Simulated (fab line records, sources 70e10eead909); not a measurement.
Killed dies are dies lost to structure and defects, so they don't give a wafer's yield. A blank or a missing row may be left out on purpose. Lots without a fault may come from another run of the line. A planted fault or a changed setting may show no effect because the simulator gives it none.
Which tool did it? | flow nand_harc | 12 lots, 36 wafers sampled, at 2 steps of a route of 1302

WHAT THE GAUGES READ, wafer by wafer
NHARC_A_SIN_REMOVE_INSPECT_04.
lot  | measured     | on                | raw_defect_count
L075 | day 20 17:56 | defect_inspect-02 | 337 316 388
L077 | day 20 22:07 | defect_inspect-02 | 273 280 287
L078 | day 21 21:43 | defect_inspect-02 | 399 424 484
L081 | day 23 04:41 | defect_inspect-01 | 450 489 391
L083 | day 23 18:02 | defect_inspect-01 | 334 360 417
L084 | day 24 12:05 | defect_inspect-01 | 307 395 358
L088 | day 26 00:25 | defect_inspect-02 | 407 381 340
L087 | day 26 04:14 | defect_inspect-02 | 462 401 517
L090 | day 26 13:08 | defect_inspect-02 | 663 395 571
L093 | day 28 00:28 | defect_inspect-02 | 371 353 495
L095 | day 28 11:48 | defect_inspect-01 | 406 361 421
L097 | day 29 19:19 | defect_inspect-01 | 383 506 423

WHICH TOOL RAN EACH LOT (tool, then ch and the chambers of the sampled wafers, then the start)
lot  | NHARC_A_SLIT_STRIP_18
L075 | rie_diel-13 ch 1,2, day 20 17:56 or earlier
L077 | rie_diel-09 ch 1,3, day 20 22:07 or earlier
L078 | rie_diel-07 ch 0,1,3, day 21 21:43 or earlier
L081 | rie_diel-07 ch 1,2,3, day 23 04:41 or earlier
L083 | rie_diel-07 ch 1,2,3, day 23 18:02 or earlier
L084 | rie_diel-13 ch 1,2,3, day 24 12:05 or earlier
L088 | rie_diel-09 ch 1,2,3, day 26 00:25 or earlier
L087 | rie_diel-09 ch 0,1,3, day 26 04:14 or earlier
L090 | rie_diel-09 ch 0,1,3, day 26 13:08 or earlier
L093 | rie_diel-07 ch 0,1,3, day 28 00:28 or earlier
L095 | rie_diel-13 ch 0,1,2, day 28 11:48 or earlier
L097 | rie_diel-09 ch 2,3, day 29 19:19 or earlier
- NHARC_A_SLIT_STRIP_18: strips in O2.

THE ANSWER, worked out from the rows above alone
Rule: what is usual is taken from the lots themselves. Put in order of their means at a reading, lots are off if they are a third of the lots or fewer, leave a main group of 4 or more, and stand apart from it by a gap of 3 or more times the standard deviation of the main group's means; of several such gaps the widest counts. A main group whose means are all the same, to the digits that the tables above print for the reading, isn't used. A lot without any number at a reading at which 4 lots or more have one is off too. The other lots that the step has rows for count as sound.
No lot is off at any reading shown: from this, nothing can be told.

WHAT THE SIMULATOR HAD PUT IN
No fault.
